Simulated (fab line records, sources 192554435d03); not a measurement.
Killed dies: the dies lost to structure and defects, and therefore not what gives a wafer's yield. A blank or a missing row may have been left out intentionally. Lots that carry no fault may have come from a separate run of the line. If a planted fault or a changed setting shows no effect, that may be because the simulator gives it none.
fab line records | flow n5Finfet
record: lots: 7 | wafers: 20 | lastDay: 17
route steps=1938 shown FIN_CUT@156 BEOL_M4@1111
lots that met no fault: taken from a fault-free run of the same line
startH: start of the lot's first displayed wafer, in hours after the record's first day | waitH: hours since the lot's step before | " identical to the entry in the row above | L1.1+2: a row that stands for several wafers | - no value, or no start given | * or withheld: withheld | < > ~ a bound
route shown NAME@n: names a module that has steps shown in the file, with the first one's number in the route | usual: mean/standard deviation of fault-free wafers | same: alike in all rows | chamber/n: place in a boat | sites: the reading at each site | _std_site: standard deviation of those values | _edge_site: inner sites' mean taken away from outer sites' mean | radiusMm: for every site, how far away it sits from the centre of the wafer | mask NAME#n: copy n | behind: the last tool/chamber to shape the wafer | hold: what put the lot on hold/how long, in hours/how the hold closed | device: names the non-switching transistor (n, p or np) | end of line: the route-end tests of the same wafers | for a step that has no rows: nothing shown but its recipe | killed: count of dies lost to structure and defects at first sort (not the wafer's yield) | map: a wafer's dies, x killed, . not, _ none there
set.NAME: the setting as run; set.NAME@STEP: as run at that earlier step | model.NAME: the simulator's own value behind a step, which no gauge read
lots at selected steps of the route; one table per step, one row per wafer
services: when a tool's chamber went out of use (startH, in hours from the record's first day, below 0 if earlier), for how many hours, and the reason
== steps ==
step: N5_FIN_CUT_COAT_29
recipe: resist: underlayer | tempC: 205 | timeS: 60 | spinRpm: 1500 | resistThkNm: 10
step: N5_FIN_CUT_COAT_02
recipe: resist: CAR-EUV | spinRpm: 1500 | resistThkNm: 30
step: N5_FIN_CUT_EBR_04
recipe: solvent: PGMEA | ebrWidthMm: 1.5
step: N5_FIN_CUT_SOFTBAKE_03
recipe: tempC: 110 | timeS: 60 | resist: CAR-EUV
step: N5_FIN_CUT_EXPOSE_05
recipe: maskId: FIN_CUT | na: 0.33 | sourceShape: annular | sigmaInner: 0.35 | sigmaOuter: 0.8 | polarization: unpolarized | doseMj: 45.75
step: N5_FIN_CUT_PEB_06
recipe: pebTempC: 100 | pebTimeS: 60 | resist: CAR-EUV
step: N5_FIN_CUT_DEVELOP_07
recipe: developTimeS: 30 | developer: TMAH | resist: CAR-EUV | rinseLiquid: surfactantRinse | dry: airSpin | devTempC: 23
step: N5_FIN_CUT_CD_MEAS_08
recipe: targetCdNm: 29.1 | landingEnergyEv: 500 | detector: seInlens | polarity: opening
usual: cdNm: 29.06/0.22
lot.wafer | tool     | chamber | startH | waitH | cdNm
L762.1    | cdSem-03 | 0       | 63.28  | -     | 28.97
L762.3    | "        | 0       | "      | "     | 28.92
L762.4    | "        | 0       | "      | "     | 29.01
L767.1    | cdSem-02 | 0       | 95.10  | -     | 28.99
L767.2    | "        | 0       | "      | "     | 28.99
L767.6    | "        | 0       | "      | "     | 29.36
L769.1    | cdSem-03 | 0       | 106.82 | -     | 29.15
L769.2    | "        | 0       | "      | "     | 28.84
L769.4    | "        | 0       | "      | "     | 28.78
L772.2    | cdSem-02 | 0       | 124.63 | -     | 29.48
L772.4    | "        | 0       | "      | "     | 29.27
L772.6    | "        | 0       | "      | "     | 29.01
L774.4    | cdSem-03 | 0       | 139.05 | -     | 28.99
L774.5    | "        | 0       | "      | "     | 29.06
L774.6    | "        | 0       | "      | "     | 29.01
L775.3    | cdSem-02 | 0       | 142.60 | -     | 28.94
L775.5    | "        | 0       | "      | "     | 28.99
L778.1    | cdSem-01 | 0       | 159.74 | -     | 28.87
L778.3    | "        | 0       | "      | "     | 28.77
L778.5    | "        | 0       | "      | "     | 29.01
step: N5_FIN_CUT_OVL_MEAS_09
recipe: pointsPerWafer: 522
usual: FIN_CUT_OVL: -0.5/0.61
lot.wafer | tool       | chamber | startH | waitH | FIN_CUT_OVL[nm]
L762.1    | overlay-02 | 0       | 63.31  | 0.0   | 0.4
L762.3    | "          | 0       | "      | "     | 0.0
L762.4    | "          | 0       | "      | "     | -0.7
L767.1    | overlay-02 | 0       | 95.13  | 0.0   | -0.9
L767.2    | "          | 0       | "      | "     | 0.2
L767.6    | "          | 0       | "      | "     | -1.0
L769.1    | overlay-01 | 0       | 106.85 | 0.0   | -1.0
L769.2    | "          | 0       | "      | "     | -1.1
L769.4    | "          | 0       | "      | "     | -0.6
L772.2    | overlay-01 | 0       | 124.67 | 0.0   | -0.5
L772.4    | "          | 0       | "      | "     | 0.0
L772.6    | "          | 0       | "      | "     | -0.4
L774.4    | overlay-02 | 0       | 139.09 | 0.0   | -1.0
L774.5    | "          | 0       | "      | "     | -0.3
L774.6    | "          | 0       | "      | "     | -2.0
L775.3    | overlay-02 | 0       | 142.64 | 0.0   | -0.6
L775.5    | "          | 0       | "      | "     | -0.7
L778.1    | overlay-02 | 0       | 159.77 | 0.0   | 0.0
L778.3    | "          | 0       | "      | "     | 0.7
L778.5    | "          | 0       | "      | "     | 0.6
step: N5_FIN_CUT_INSPECT_10
recipe: mode: adi | inspectInstrument: brightfield
usual: rawDefectCount: 40/12
lot.wafer | tool             | chamber | startH | waitH | rawDefectCount
L762.1    | defectInspect-02 | -       | 63.37  | 0.1   | 44
L762.3    | "                | -       | "      | "     | 27
L762.4    | "                | -       | "      | "     | 39
L767.1    | defectInspect-02 | -       | 95.19  | 0.1   | 44
L767.2    | "                | -       | "      | "     | 44
L767.6    | "                | -       | "      | "     | 57
L769.1    | defectInspect-02 | -       | 106.91 | 0.1   | 40
L769.2    | "                | -       | "      | "     | 46
L769.4    | "                | -       | "      | "     | 50
L772.2    | defectInspect-02 | -       | 124.72 | 0.0   | 42
L772.4    | "                | -       | "      | "     | 28
L772.6    | "                | -       | "      | "     | 33
L774.4    | defectInspect-02 | -       | 139.13 | 0.0   | 51
L774.5    | "                | -       | "      | "     | 36
L774.6    | "                | -       | "      | "     | 38
L775.3    | defectInspect-02 | -       | 142.69 | 0.0   | 41
L775.5    | "                | -       | "      | "     | 48
L778.1    | defectInspect-01 | -       | 159.83 | 0.1   | 22
L778.3    | "                | -       | "      | "     | 18
L778.5    | "                | -       | "      | "     | 32
step: N5_FIN_CUT_DESCUM_13
recipe: chemistry: O2 | timeS: 7 | sourcePowerW: 50 | biasPowerW: 20 | pressureMtorr: 20 | rfFrequencyHz: 2.712e+07 | tempC: 40 | resist: CAR-EUV | o2FlowSccm: 225
usual: drypumpMotorCurrentA: 5.6/0.48 | oesProductAu: 0.76/0.068 | rfFwdPowerW: 49.40/0.22 | rfVppV: 243.1/1.2 | showerheadPlenumPTorr: 2.09/0.068 | throttleValvePct: 20.45/0.23
lot.wafer | tool       | chamber | startH | waitH | drypumpMotorCurrentA | oesProductAu | rfFwdPowerW | rfHoursCounterH | rfVppV | showerheadPlenumPTorr | throttleValvePct
L762.1    | rieDiel-02 | 2       | 63.48  | 0.1   | 5.2                  | 0.80         | 49.73       | 126             | 243.3  | 2.11                  | 20.55
L762.3    | "          | 0       | "      | "     | 5.9                  | 0.68         | 49.78       | 254             | 240.7  | 1.96                  | 20.16
L762.4    | "          | 3       | "      | "     | 5.8                  | 0.77         | 49.30       | -               | 245.3  | 2.19                  | 20.40
L767.1    | rieDiel-05 | 2       | 95.44  | 0.3   | 6.4                  | 0.71         | 49.13       | 189             | 241.4  | 2.00                  | 20.75
L767.2    | "          | 3       | "      | "     | 5.5                  | 0.78         | 49.33       | 137             | 241.7  | 2.01                  | 20.53
L767.6    | "          | 2       | "      | "     | 6.4                  | 0.71         | 49.41       | -               | 243.9  | 2.00                  | 20.75
L769.1    | rieDiel-03 | 3       | 106.94 | 0.0   | 5.4                  | 0.72         | 49.79       | 171             | 243.1  | 2.08                  | 20.35
L769.2    | "          | 0       | "      | "     | 5.5                  | 0.84         | 49.51       | 73              | 243.0  | 2.13                  | 20.33
L769.4    | "          | 1       | "      | "     | 5.4                  | 0.84         | 49.35       | 85              | 242.8  | 2.11                  | 20.22
L772.2    | rieDiel-05 | 0       | 124.75 | 0.0   | 6.4                  | 0.70         | 49.25       | 215             | 241.7  | 2.07                  | 20.78
L772.4    | "          | 2       | "      | "     | 6.3                  | 0.70         | 49.26       | 199             | 239.7  | 2.00                  | 20.76
L772.6    | "          | 3       | "      | "     | 5.5                  | 0.77         | 49.39       | -               | 242.2  | 2.01                  | 20.53
L774.4    | rieDiel-05 | 1       | 139.16 | 0.0   | 5.0                  | 0.73         | 49.35       | 193             | 244.1  | 2.16                  | 20.24
L774.5    | "          | 2       | "      | "     | 6.4                  | 0.72         | 49.15       | -               | 242.5  | 2.00                  | 20.78
L774.6    | "          | 3       | "      | "     | 5.5                  | 0.76         | 49.38       | -               | 241.4  | 2.01                  | 20.53
L775.3    | rieDiel-05 | 1       | 142.72 | 0.0   | 5.0                  | 0.72         | 49.48       | 194             | 244.0  | 2.16                  | 20.24
L775.5    | "          | 2       | "      | "     | 6.4                  | 0.70         | 49.27       | -               | 240.9  | 2.00                  | 20.79
L778.1    | rieDiel-03 | 1       | 159.86 | 0.0   | 5.4                  | 0.82         | 49.22       | 100             | 242.4  | 2.11                  | 20.22
L778.3    | "          | 0       | "      | "     | 5.5                  | 0.82         | 49.15       | 90              | 243.1  | 2.12                  | 20.41
L778.5    | "          | 0       | "      | "     | 5.5                  | 0.81         | 49.33       | -               | 243.0  | 2.12                  | 20.38
step: N5_FIN_CUT_ETCH_30
recipe: chemistry: N2/H2 | target: underlayer | targetDepthA: 130 | maskMaterial: CAR-EUV | timeS: 10.4 | ionEnergyEv: 200 | pressureMtorr: 30 | sourceW: 840 | biasW: 150 | n2FlowSccm: 200 | h2FlowSccm: 200 | ends: cleared
usual: drypumpMotorCurrentA: 5.6/0.48 | etchRfOnTimeS: 10.39/0.14 | oesProductAu: 0.65/0.058 | rfFwdPowerW: 819.3/2.4 | rfVppV: 523.9/2.5 | showerheadPlenumPTorr: 2.54/0.082 | throttleValvePct: 17.85/0.23
lot.wafer | tool       | chamber | startH | waitH | drypumpMotorCurrentA | etchRfOnTimeS | oesProductAu | rfFwdPowerW | rfHoursCounterH | rfVppV | showerheadPlenumPTorr | throttleValvePct
L762.1    | rieDiel-02 | 2       | 63.52  | 0.0   | 5.2                  | 10.16         | 0.69         | 819.4       | 126             | 526.0  | 2.56                  | 17.98
L762.3    | "          | 0       | "      | "     | 5.9                  | 10.50         | 0.58         | 820.0       | 254             | 519.0  | 2.39                  | 17.55
L762.4    | "          | 3       | "      | "     | 5.8                  | 10.24         | 0.67         | 820.7       | -               | 527.9  | 2.65                  | 17.69
L767.1    | rieDiel-05 | 2       | 95.47  | 0.0   | 6.4                  | 10.33         | 0.61         | 818.8       | 189             | 520.3  | 2.42                  | 18.13
L767.2    | "          | 3       | "      | "     | 5.5                  | 10.30         | 0.66         | 822.1       | 137             | 521.8  | 2.45                  | 17.92
L767.6    | "          | 2       | "      | "     | 6.4                  | 10.41         | 0.60         | 820.6       | -               | 521.8  | 2.42                  | 18.13
L769.1    | rieDiel-03 | 3       | 106.98 | 0.0   | 5.4                  | 10.56         | 0.62         | 818.8       | 171             | 524.1  | 2.53                  | 17.79
L769.2    | "          | 0       | "      | "     | 5.5                  | 10.35         | 0.72         | 817.8       | 73              | 524.4  | 2.58                  | 17.75
L769.4    | "          | 1       | "      | "     | 5.4                  | 10.39         | 0.71         | 819.7       | 85              | 524.2  | 2.56                  | 17.57
L772.2    | rieDiel-05 | 0       | 124.79 | 0.0   | 6.4                  | 10.43         | 0.59         | 820.7       | 215             | 522.1  | 2.51                  | 18.17
L772.4    | "          | 2       | "      | "     | 6.4                  | 10.32         | 0.60         | 820.9       | 199             | 520.4  | 2.42                  | 18.17
L772.6    | "          | 3       | "      | "     | 5.5                  | 10.16         | 0.65         | 814.7       | -               | 521.3  | 2.45                  | 17.96
L774.4    | rieDiel-05 | 1       | 139.20 | 0.0   | 5.0                  | 10.70         | 0.62         | 817.0       | 193             | 527.5  | 2.63                  | 17.76
L774.5    | "          | 2       | "      | "     | 6.4                  | 10.49         | 0.59         | 819.0       | -               | 520.7  | 2.42                  | 18.17
L774.6    | "          | 3       | "      | "     | 5.5                  | 10.24         | 0.65         | 822.6       | -               | 521.2  | 2.44                  | 17.95
L775.3    | rieDiel-05 | 1       | 142.76 | 0.0   | 5.0                  | 10.56         | 0.62         | 822.0       | 194             | 527.8  | 2.63                  | 17.78
L775.5    | "          | 2       | "      | "     | 6.4                  | 10.40         | 0.60         | 821.6       | -               | 519.5  | 2.42                  | 18.15
L778.1    | rieDiel-03 | 1       | 159.90 | 0.0   | 5.5                  | 10.18         | 0.70         | 817.2       | 100             | 522.6  | 2.56                  | 17.61
L778.3    | "          | 0       | "      | "     | 5.5                  | 10.40         | 0.70         | 821.6       | 90              | 524.5  | 2.57                  | 17.80
L778.5    | "          | 0       | "      | "     | 5.6                  | 10.40         | 0.70         | 822.7       | -               | 526.0  | 2.57                  | 17.77
step: N5_FIN_CUT_ETCH_20
recipe: chemistry: CF4 | target: SiARC | targetDepthA: 260 | maskMaterial: CAR-EUV | timeS: 43.3 | ionEnergyEv: 80 | pressureMtorr: 40 | sourceW: 545 | biasW: 36 | Ar_flow_sccm: 100 | cf4FlowSccm: 100 | ends: cleared
usual: drypumpMotorCurrentA: 5.6/0.48 | etchRfOnTimeS: 43.2/0.67 | mfcArSccm: 99.97/0.28 | oesProductAu: 0.65/0.058 | rfFwdPowerW: 535.7/3 | rfVppV: 184.0/1.2 | showerheadPlenumPTorr: 2.14/0.067 | throttleValvePct: 15.63/0.21
lot.wafer | tool       | chamber | startH | waitH | drypumpMotorCurrentA | etchRfOnTimeS | mfcArSccm | oesProductAu | rfFwdPowerW | rfHoursCounterH | rfVppV | showerheadPlenumPTorr | throttleValvePct
L762.1    | rieDiel-02 | 2       | 63.54  | 0.0   | 5.2                  | 42.0          | 99.70     | 0.70         | 540.2       | 126             | 183.7  | 2.15                  | 15.65
L762.3    | "          | 0       | "      | "     | 5.9                  | 43.9          | 99.85     | 0.57         | 540.6       | 254             | 184.1  | 2.02                  | 15.51
L762.4    | "          | 3       | "      | "     | 5.8                  | 42.9          | 100.31    | 0.65         | 534.8       | -               | 185.3  | 2.24                  | 15.63
L767.1    | rieDiel-05 | 2       | 95.49  | 0.0   | 6.4                  | 43.3          | 99.96     | 0.61         | 533.8       | 189             | 183.0  | 2.04                  | 15.85
L767.2    | "          | 3       | "      | "     | 5.5                  | 42.5          | 100.17    | 0.66         | 536.8       | 137             | 184.6  | 2.06                  | 15.67
L767.6    | "          | 2       | "      | "     | 6.4                  | 43.5          | 99.80     | 0.61         | 535.2       | -               | 182.6  | 2.04                  | 15.88
L769.1    | rieDiel-03 | 3       | 107.00 | 0.0   | 5.4                  | 43.9          | 100.09    | 0.62         | 540.2       | 171             | 183.8  | 2.14                  | 15.60
L769.2    | "          | 0       | "      | "     | 5.5                  | 43.2          | 99.75     | 0.71         | 536.8       | 73              | 184.7  | 2.16                  | 15.41
L769.4    | "          | 1       | "      | "     | 5.5                  | 42.9          | 99.90     | 0.71         | 534.3       | 85              | 182.9  | 2.17                  | 15.42
L772.2    | rieDiel-05 | 0       | 124.81 | 0.0   | 6.4                  | 43.3          | 100.33    | 0.60         | 533.0       | 215             | 183.6  | 2.12                  | 15.97
L772.4    | "          | 2       | "      | "     | 6.4                  | 26.5          | 100.06    | 0.82         | 532.0       | 199             | 181.8  | 2.04                  | 15.90
L772.6    | "          | 3       | "      | "     | 5.5                  | 42.0          | 99.87     | 0.67         | 535.0       | -               | 184.4  | 2.06                  | 15.70
L774.4    | rieDiel-05 | 1       | 139.22 | 0.0   | 5.0                  | 26.9          | 99.56     | 0.84         | 533.4       | 193             | 186.0  | 2.20                  | 15.50
L774.5    | "          | 2       | "      | "     | 6.4                  | 26.5          | 100.02    | 0.82         | 529.9       | -               | 182.3  | 2.04                  | 15.90
L774.6    | "          | 3       | "      | "     | 5.5                  | 42.8          | 100.27    | 0.65         | 533.3       | -               | 181.8  | 2.06                  | 15.71
L775.3    | rieDiel-05 | 1       | 142.78 | 0.0   | 5.1                  | 44.3          | 100.09    | 0.62         | 536.6       | 194             | 183.9  | 2.20                  | 15.49
L775.5    | "          | 2       | "      | "     | 6.3                  | 26.5          | 99.93     | 0.81         | 531.2       | -               | 182.6  | 2.04                  | 15.91
L778.1    | rieDiel-03 | 1       | 159.92 | 0.0   | 5.4                  | 42.9          | 100.08    | 0.69         | 534.2       | 100             | 184.5  | 2.16                  | 15.45
L778.3    | "          | 0       | "      | "     | 5.5                  | 43.3          | 99.83     | 0.70         | 535.7       | 90              | 184.4  | 2.15                  | 15.45
L778.5    | "          | 0       | "      | "     | 5.5                  | 43.0          | 100.10    | 0.70         | 536.7       | -               | 182.8  | 2.15                  | 15.45
step: N5_FIN_CUT_ETCH_21
recipe: chemistry: N2/H2 | target: SOC | targetDepthA: 2190 | overetchA: 438 | maskMaterial: SiARC | tempC: 40 | ionEnergyEv: 100 | biasW: 61 | timeS: 523.5 | pressureMtorr: 30 | sourceW: 850 | n2FlowSccm: 200 | h2FlowSccm: 200
usual: drypumpMotorCurrentA: 5.6/0.49 | oesProductAu: 0.70/0.058 | rfFwdPowerW: 848.8/2.5 | rfVppV: 240.7/1.4 | showerheadPlenumPTorr: 2.54/0.082 | throttleValvePct: 17.81/0.23
lot.wafer | tool       | chamber | startH | waitH | drypumpMotorCurrentA | oesProductAu | rfFwdPowerW | rfHoursCounterH | rfVppV | showerheadPlenumPTorr | throttleValvePct
L762.1    | rieDiel-02 | 2       | 63.57  | 0.0   | 5.1                  | 0.73         | 847.6       | 126             | 241.8  | 2.56                  | 17.92
L762.3    | "          | 0       | "      | "     | 5.9                  | 0.63         | 849.0       | 254             | 238.0  | 2.39                  | 17.49
L762.4    | "          | 3       | "      | "     | 5.8                  | 0.71         | 847.5       | -               | 242.1  | 2.65                  | 17.64
L767.1    | rieDiel-05 | 2       | 95.53  | 0.0   | 6.4                  | 0.65         | 850.2       | 189             | 238.1  | 2.42                  | 18.09
L767.2    | "          | 3       | "      | "     | 5.5                  | 0.71         | 849.4       | 137             | 238.5  | 2.45                  | 17.91
L767.6    | "          | 2       | "      | "     | 6.3                  | 0.66         | 850.2       | -               | 240.2  | 2.42                  | 18.10
L769.1    | rieDiel-03 | 3       | 107.04 | 0.0   | 5.3                  | 0.67         | 846.4       | 171             | 240.3  | 2.53                  | 17.75
L769.2    | "          | 0       | "      | "     | 5.5                  | 0.77         | 843.7       | 73              | 241.3  | 2.58                  | 17.72
L769.4    | "          | 1       | "      | "     | 5.5                  | 0.76         | 849.5       | 85              | 241.9  | 2.56                  | 17.54
L772.2    | rieDiel-05 | 0       | 124.85 | 0.0   | 6.4                  | 0.64         | 850.5       | 215             | 241.6  | 2.51                  | 18.11
L772.4    | "          | 2       | "      | "     | 6.4                  | 0.65         | 850.3       | 199             | 239.1  | 2.42                  | 18.12
L772.6    | "          | 3       | "      | "     | 5.5                  | 0.71         | 848.9       | -               | 239.1  | 2.45                  | 17.91
L774.4    | rieDiel-05 | 1       | 139.26 | 0.0   | 5.0                  | 0.68         | 849.3       | 193             | 241.4  | 2.63                  | 17.73
L774.5    | "          | 2       | "      | "     | 6.3                  | 0.65         | 846.7       | -               | 239.5  | 2.42                  | 18.10
L774.6    | "          | 3       | "      | "     | 5.5                  | 0.70         | 850.9       | -               | 238.7  | 2.44                  | 17.89
L775.3    | rieDiel-05 | 1       | 142.81 | 0.0   | 5.0                  | 0.68         | 850.0       | 194             | 241.9  | 2.63                  | 17.73
L775.5    | "          | 2       | "      | "     | 6.4                  | 0.65         | 848.2       | -               | 238.8  | 2.42                  | 18.11
L778.1    | rieDiel-03 | 1       | 159.95 | 0.0   | 5.5                  | 0.75         | 844.7       | 100             | 241.6  | 2.56                  | 17.57
L778.3    | "          | 0       | "      | "     | 5.5                  | 0.75         | 849.4       | 90              | 241.4  | 2.57                  | 17.74
L778.5    | "          | 0       | "      | "     | 5.5                  | 0.75         | 844.1       | -               | 240.1  | 2.57                  | 17.73
step: N5_BEOL_M4_RC_MEAS_101
usual: DIBL_N: 36.4/1.5 | DIBL_P: 36.6/1.9 | IOFF_N: 0.155/0.021 | IOFF_P: 0.211/0.028 | ION_N: 671/8.6 | ION_P: 462/5.8 | SS_N: 71.5/0.5 | SS_P: 73.4/0.58 | VT_N: 250.1/2.4 | VT_P: -250.1/3
lot.wafer | tool      | chamber | startH | waitH | DIBL_N[mV/V] | DIBL_P[mV/V] | IOFF_N[nA/um] | IOFF_P[nA/um] | ION_N[uA/um] | ION_P[uA/um] | SS_N[mV/dec] | SS_P[mV/dec] | VT_N[mV] | VT_P[mV]
L762.1    | prober-02 | 0       | 207.70 | 0.0   | 34.2         | 33.3         | 0.116         | 0.171         | 657          | 460          | 71.2         | 72.3         | 251.6    | -255.3
L762.3    | "         | 0       | "      | "     | 35.4         | 35.3         | 0.141         | 0.204         | 668          | 466          | 71.0         | 73.1         | 250.3    | -248.9
L762.4    | "         | 0       | "      | "     | 38.1         | 37.4         | 0.175         | 0.223         | 664          | 462          | 71.5         | 73.7         | 249.8    | -249.3
L767.1    | prober-02 | 0       | 236.97 | 0.0   | 35.7         | 34.6         | 0.131         | 0.167         | 664          | 459          | 71.4         | 73.1         | 253.5    | -252.8
L767.2    | "         | 0       | "      | "     | 38.2         | 37.7         | 0.178         | 0.220         | 679          | 461          | 72.4         | 74.3         | 251.5    | -250.0
L767.6    | "         | 0       | "      | "     | 37.7         | 38.0         | 0.165         | 0.213         | 689          | 466          | 72.0         | 73.8         | 251.8    | -250.6
L769.1    | prober-01 | 0       | 244.20 | 0.0   | 36.8         | 35.1         | 0.138         | 0.189         | 666          | 460          | 71.4         | 72.8         | 250.7    | -253.3
L769.2    | "         | 0       | "      | "     | 37.1         | 35.7         | 0.148         | 0.196         | 671          | 460          | 71.5         | 72.9         | 251.4    | -253.0
L769.4    | "         | 0       | "      | "     | 36.1         | 34.0         | 0.129         | 0.175         | 666          | 456          | 70.4         | 72.6         | 252.9    | -252.5
L772.2    | prober-01 | 0       | 273.91 | 0.2   | 37.2         | 36.7         | 0.153         | 0.222         | 671          | 460          | 72.1         | 73.7         | 250.6    | -249.2
L772.4    | "         | 0       | "      | "     | 35.3         | 34.4         | 0.115         | 0.187         | 653          | 455          | 71.2         | 72.6         | 255.9    | -250.6
L772.6    | "         | 0       | "      | "     | 38.0         | 37.9         | 0.162         | 0.244         | 662          | 460          | 72.1         | 73.5         | 250.1    | -247.3
L774.4    | prober-02 | 0       | 278.42 | 0.5   | 36.5         | 39.2         | 0.179         | 0.239         | 677          | 466          | 71.5         | 73.3         | 249.6    | -249.1
L774.5    | "         | 0       | "      | "     | 35.6         | 37.8         | 0.161         | 0.225         | 674          | 464          | 71.4         | 73.4         | 250.0    | -248.6
L774.6    | "         | 0       | "      | "     | 35.2         | 37.0         | 0.158         | 0.206         | 676          | 462          | 71.6         | 73.3         | 249.0    | -249.4
L775.3    | prober-01 | 0       | 280.74 | 0.3   | 35.4         | 35.2         | 0.144         | 0.181         | 667          | 459          | 71.4         | 72.3         | 249.7    | -251.8
L775.5    | "         | 0       | "      | "     | 37.1         | 37.6         | 0.171         | 0.207         | 675          | 462          | 71.4         | 73.2         | 248.3    | -250.1
L778.1    | prober-01 | 0       | 297.26 | 0.0   | 35.2         | 35.6         | 0.151         | 0.193         | 671          | 461          | 72.0         | 72.9         | 250.0    | -251.9
L778.3    | "         | 0       | "      | "     | 34.2         | 34.3         | 0.145         | 0.181         | 672          | 460          | 71.6         | 72.7         | 252.7    | -252.8
L778.5    | "         | 0       | "      | "     | 33.5         | 33.9         | 0.131         | 0.171         | 664          | 457          | 71.2         | 72.7         | 252.5    | -252.1
== services ==
tool       | chamber | startH | hours | kind
rieDiel-02 | 1       | 50.08  | -     | clean
rieDiel-02 | 1       | 50.08  | -     | consumableReplace:focusRing
rieDiel-02 | 1       | 50.08  | 16.5  | scheduledDown
rieDiel-02 | 1       | 50.08  | 16.5  | ventCycle
rieDiel-02 | 0       | 66.60  | -     | clean
rieDiel-02 | 0       | 66.60  | -     | consumableReplace:focusRing
rieDiel-02 | 0       | 66.60  | -     | consumableReplace:showerhead
rieDiel-02 | 0       | 66.60  | 20.8  | scheduledDown
rieDiel-02 | 0       | 66.60  | 20.8  | ventCycle
rieDiel-03 | 1       | 71.18  | 4.8   | repair
rieDiel-05 | 1       | 79.88  | 4.9   | repair
rieDiel-02 | 1       | 110.06 | 6.0   | repair
rieDiel-03 | -       | 130.92 | 0.7   | repair
rieDiel-02 | -       | 140.34 | 0.4   | repair
rieDiel-03 | 2       | 145.58 | -     | clean
rieDiel-03 | 2       | 145.58 | -     | consumableReplace:focusRing
rieDiel-03 | 2       | 145.58 | 13.5  | scheduledDown
rieDiel-03 | 2       | 145.58 | 13.5  | ventCycle
rieDiel-03 | 1       | 149.89 | 4.6   | repair
== key ==
firstSign: step: N5_FIN_CUT_ETCH_20 | reading: etchRfOnTimeS | direction: down | sigmas: 25 | usual: * | struck: *
effect: step: N5_FIN_CUT_ETCH_20 | reading: oesProductAu | direction: up | sigmas: 2.9 | usual: 0.65 | struck: 0.82
metAt N5_FIN_CUT_ETCH_20
struckWafers L772.4,L774.4,L774.5,L775.5
onsetBetween 95.49 124.81
fault: kind: processParameterDrift | tool: rieDiel-05 | chamber: - | onsetH: 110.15 | steps: N5_FIN_CUT_ETCH_20 | channel: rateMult | offset: 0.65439 | shape: step | endH: 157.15 | scope: struckWafersOnly
